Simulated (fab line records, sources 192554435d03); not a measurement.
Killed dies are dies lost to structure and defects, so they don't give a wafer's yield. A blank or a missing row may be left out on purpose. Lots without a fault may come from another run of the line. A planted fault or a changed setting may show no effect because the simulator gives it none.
A struck lot beside a sound one | flow n5_finfet | 37 steps out of a route of 1938
Sound: wafers L115.1, L115.2, L115.5. Struck: wafers L127.1, L127.3, L127.6. The cause comes at the end.
At each step with rows: each side's tool, then ch and its chambers, then its first start. Under that, the readings that differ: sound wafers | struck wafers | difference of the means | sigmas: that difference in standard deviations of wafers without a fault.
alike: readings whose means differ by less than 2 such deviations, and words and numbers that are the same on both sides. not compared: withheld readings, readings that some wafer has no value for, bounds like >300 that may hide the same value, and numbers for which the record gives no deviation and whose values overlap.
The two part at a step that has a row with sigmas, a row that says differs or no value, or rows on one side only. Numbers that don't overlap but have no deviation are shown without sigmas and don't part them. A reading that every wafer of one side lacks parts them only if that side has two wafers or more.

first, 12 steps without rows for these wafers: N5_GATE_CUT_DESCUM_18 (chemistry O2, time 7 s); N5_GATE_CUT_ETCH_28 (etches underlayer in N2/H2, target depth 13 nm, time 10.4 s); N5_GATE_CUT_ETCH_36 (etches SiARC in CF4, target depth 13 nm, time 21.7 s); N5_GATE_CUT_ETCH_37 (etches SOC in N2/H2, target depth 60 nm, overetch 12 nm, time 90 s); N5_GATE_CUT_STRIP_38 (strips in N2/H2); N5_GATE_CUT_STRIP_39 (strips in N2/H2); N5_GATE_CUT_HM_OPEN_40 (chemistry C4F6/O2, target SiO2, target depth 139 nm, time 85.1 s); N5_GATE_CUT_STRIP_41 (strips in CF4); N5_GATE_CUT_STRIP_42 (strips in O2); N5_GATE_CUT_ETCH_19 (etches SiNx in CH3F/O2, target depth 53.7 nm, time 76.7 s); N5_GATE_CUT_CUT_ETCH_53 (etches W in SF6/Cl2, target depth 79.2 nm); N5_GATE_CUT_CUT_ETCH_54 (etches TiN in Cl2/BCl3, target depth 96.7 nm).
N5_GATE_CUT_CUT_ETCH_55: etches HfO2 in BCl3, target depth 3.2 nm.
  sound on rie_metal-01 ch 0,1, day 5 08:01; struck on rie_metal-02 ch 0,1, day 8 04:59
  alike: drypump_motor_current_A, oes_product_au, throttle_valve_pct
  not compared: rf_hours_counter_h
then, 23 steps without rows for these wafers: N5_GATE_CUT_ETCH_47 (etches SiO2 in Cl2/BCl3, target depth 10 nm); N5_GATE_CUT_VAPOR_ETCH_48 (etches TiN in BCl3/Cl2); N5_GATE_CUT_VAPOR_ETCH_49 (etches TiAlC in BCl3/Cl2); N5_GATE_CUT_VAPOR_ETCH_51 (etches HfO2 in BCl3/Cl2); N5_GATE_CUT_STRIP_21 (strips in N2/H2, time 30 s); N5_GATE_CUT_STRIP_29 (strips in post etch residue remover, time 60 s); N5_GATE_CUT_SRD_52 (time 30 s); N5_GATE_CUT_ALD_22 (deposits SiNx, target thk 16 nm, pulse time 1 s, ald cycles 320); N5_GATE_CUT_CMP_23 (polishes, stops on SiO2, t overpolish 23.4 s, target thk 16 nm); N5_GATE_CUT_CMP_43 (polishes SiO2); N5_GATE_CUT_CMP_61 (polishes, stops on SiNx, t overpolish 3 s); N5_MOL_CONTACT_COAG_COAT_103 (time 60 s, resist thk 80 nm); N5_MOL_CONTACT_COAG_COAT_104 (time 60 s, resist thk 12 nm); N5_MOL_CONTACT_COAG_COAT_58 (time 60 s, resist thk 10 nm); N5_MOL_CONTACT_COAG_COAT_02 (resist thk 30 nm); N5_MOL_CONTACT_COAG_EBR_04; N5_MOL_CONTACT_COAG_SOFTBAKE_03 (time 60 s); N5_MOL_CONTACT_COAG_EXPOSE_05 (exposes mask CA, defocus 0 nm); N5_MOL_CONTACT_COAG_PEB_06 (peb time 60 s); N5_MOL_CONTACT_COAG_DEVELOP_07 (develop time 30 s); N5_MOL_CONTACT_COAG_DESCUM_13 (chemistry O2, time 7 s); N5_MOL_CONTACT_COAG_ETCH_59 (etches underlayer in N2/H2, target depth 13 nm, time 10.4 s); N5_MOL_CONTACT_COAG_ETCH_105 (etches SiARC in CF4, target depth 15.6 nm, time 26 s).
-- the record jumps here: 8 days lie between the struck wafers' starts before and after (it left off in module MOL_CONTACT_COAG and takes up again in module PASSIVATION, whose first step shown is number 1936 of the route) --
N5_PASSIVATION_PROBE_49:
  the record has rows for the struck wafers here (prober-01, day 16 11:08) and none for the sound ones

WHERE THEY PART
Only at N5_PASSIVATION_PROBE_49, within this record.

WHY: what the simulator had put in
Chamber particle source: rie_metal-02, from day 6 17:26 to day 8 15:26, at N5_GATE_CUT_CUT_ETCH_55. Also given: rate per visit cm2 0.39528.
